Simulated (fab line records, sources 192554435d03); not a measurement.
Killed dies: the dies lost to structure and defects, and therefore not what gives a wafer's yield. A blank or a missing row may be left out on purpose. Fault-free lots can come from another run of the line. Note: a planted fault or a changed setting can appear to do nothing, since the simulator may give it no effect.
One fault through the eyes of 3 desks || flow n5 finfet || only its own numbers are on each desk; what lay behind them is given at the end

## THE DEFECT DESK
Per lot, the means of the sampled wafers with a number show what the inspections along the route counted. Marked OUT: a lot whose mean sits more than 4 standard deviations from the usual mean, which makes it out of limits; the brackets give that distance.
Columns: A = raw defect count at N5_HKMG_FIN_INSPECT_28, usual 40
{"lot": "L205", "first seen here": "day 4 22:02", "A": 30}
{"lot": "L206", "first seen here": "day 5 02:14", "A": 40}
{"lot": "L213", "first seen here": "day 6 22:04", "A": 39}
{"lot": "L217", "first seen here": "day 7 22:11", "A": 49}
{"lot": "L219", "first seen here": "day 8 17:31", "A": 42}
{"lot": "L223", "first seen here": "day 9 14:28", "A": 31}
{"lot": "L224", "first seen here": "day 9 18:10", "A": 33}
{"lot": "L225", "first seen here": "day 10 02:48", "A": 32}
{"lot": "L226", "first seen here": "day 10 07:08", "A": 64}
Finding of this desk: none of the 9 lots has anything out of limits.

## METROLOGY DESK
What the gauges read for every lot (on any tool): the sampled wafers with a number, averaged. Marked OUT: a lot whose mean sits more than 4 standard deviations from the usual mean, which makes it out of limits; the brackets give that distance. It has 19 readings, of which 7 appear: the earliest out of limits, and the ones furthest out on some lot.
Columns: A = IOFF_N at N5_BEOL_M4_RC_MEAS_101, usual 0.164 nA/um; B = IOFF_N_85C at N5_BEOL_M4_RC_MEAS_101, usual 3.2 nA/um; C = IOFF_N_LIN at N5_BEOL_M4_RC_MEAS_101, usual 0.075 nA/um; D = IOFF_N_LONG at N5_BEOL_M4_RC_MEAS_101, usual 5.57e-05 nA/um; E = VT_N at N5_BEOL_M4_RC_MEAS_101, usual 249.4 mV; F = VT_N_LONG at N5_BEOL_M4_RC_MEAS_101, usual 274.2 mV; G = VT_N_LVT at N5_BEOL_M4_RC_MEAS_101, usual 98.3 mV
{"lot": "L206", "first seen here": "day 8 06:36", "A": "0.515 (+18) OUT", "B": "8.4 (+15) OUT", "C": "0.241 (+22) OUT", "D": "1.45e-04 (+47) OUT", "E": "216.3 (-14) OUT", "F": "239.8 (-18) OUT", "G": "65.0 (-12) OUT"}
{"lot": "L205", "first seen here": "day 9 02:45", "A": 0.142, "B": 2.7, "C": 0.065, "D": 5.28e-05, "E": 250.5, "F": 277.1, "G": 102.1}
{"lot": "L213", "first seen here": "day 10 14:32", "A": "0.538 (+19) OUT", "B": "8.6 (+16) OUT", "C": "0.255 (+24) OUT", "D": "1.47e-04 (+48) OUT", "E": "215.2 (-14) OUT", "F": "238.8 (-19) OUT", "G": "64.3 (-12) OUT"}
{"lot": "L217", "first seen here": "day 11 14:03", "A": 0.166, "B": 3.1, "C": 0.075, "D": 5.50e-05, "E": 251.0, "F": 276.0, "G": 100.9}
{"lot": "L219", "first seen here": "day 12 05:11", "A": 0.143, "B": 2.8, "C": 0.067, "D": 5.56e-05, "E": 250.4, "F": 274.6, "G": 102.6}
{"lot": "L223", "first seen here": "day 12 22:19", "A": 0.186, "B": 3.5, "C": 0.081, "D": 5.85e-05, "E": 247.1, "F": 274.3, "G": 96.3}
{"lot": "L224", "first seen here": "day 13 12:11", "A": 0.179, "B": 3.5, "C": 0.082, "D": 5.76e-05, "E": 246.4, "F": 273.4, "G": 94.6}
{"lot": "L225", "first seen here": "day 13 14:47", "A": 0.189, "B": 3.5, "C": 0.082, "D": 5.46e-05, "E": 248.2, "F": 273.5, "G": 95.4}
{"lot": "L226", "first seen here": "day 13 19:11", "A": 0.173, "B": 3.3, "C": 0.078, "D": 5.32e-05, "E": 249.9, "F": 275.5, "G": 99.6}
This desk reports L206, L213 out of limits; the earliest was L206 at day 8 06:36 (IOFF_N at N5_BEOL_M4_RC_MEAS_101). Within limits: L205, L217, L219, L223, L224, L225, L226.

## DESK OF THE TOOL OWNER: ald metal-03
The tool's own readings at N5_HKMG_FIN_NWFM_ALD_20 (deposits TiAlC, target thk 2 nm, pulse time 3 s, purge time 2 s): means of the sampled wafers that have a number, for each lot that ran on this tool. Marked OUT: a lot whose mean sits more than 4 standard deviations from the usual mean, which makes it out of limits; the brackets give that distance.
Columns: A = heater power w at N5_HKMG_FIN_NWFM_ALD_20, usual 499 W; B = precursor pulse height rel at N5_HKMG_FIN_NWFM_ALD_20, usual 1.000
{"lot": "L205", "first seen here": "day 4 19:35", "A": 494, "B": 1.000}
{"lot": "L206", "first seen here": "day 4 23:47", "A": 466, "B": 1.005}
{"lot": "L213", "first seen here": "day 6 19:33", "A": 506, "B": 1.022}
{"lot": "L225", "first seen here": "day 10 00:15", "A": 484, "B": 0.987}
{"lot": "L226", "first seen here": "day 10 04:42", "A": 453, "B": 0.998}
Finding of this desk: none of the 5 lots has anything out of limits.

## PUT TOGETHER
Metrology desk: alarm possible at day 8 06:36 on L206, L213.
Nothing the defect desk looked at was out of limits.
The tool owner's desk saw nothing out of limits.
The defect desk has L206, L213 on record, within its limits.
On record at the tool owner's desk: L206, L213, within its limits.
Every lot named ran N5_HKMG_FIN_NWFM_ALD_20 on ald metal-03.

## WHAT WAS PUT IN BY THE SIMULATOR
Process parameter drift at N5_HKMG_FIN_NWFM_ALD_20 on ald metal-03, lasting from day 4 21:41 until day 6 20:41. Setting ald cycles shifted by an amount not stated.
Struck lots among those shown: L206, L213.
Time in hours between the start of the fault and the first out-of-limits reading at each desk: metrology desk, 81.
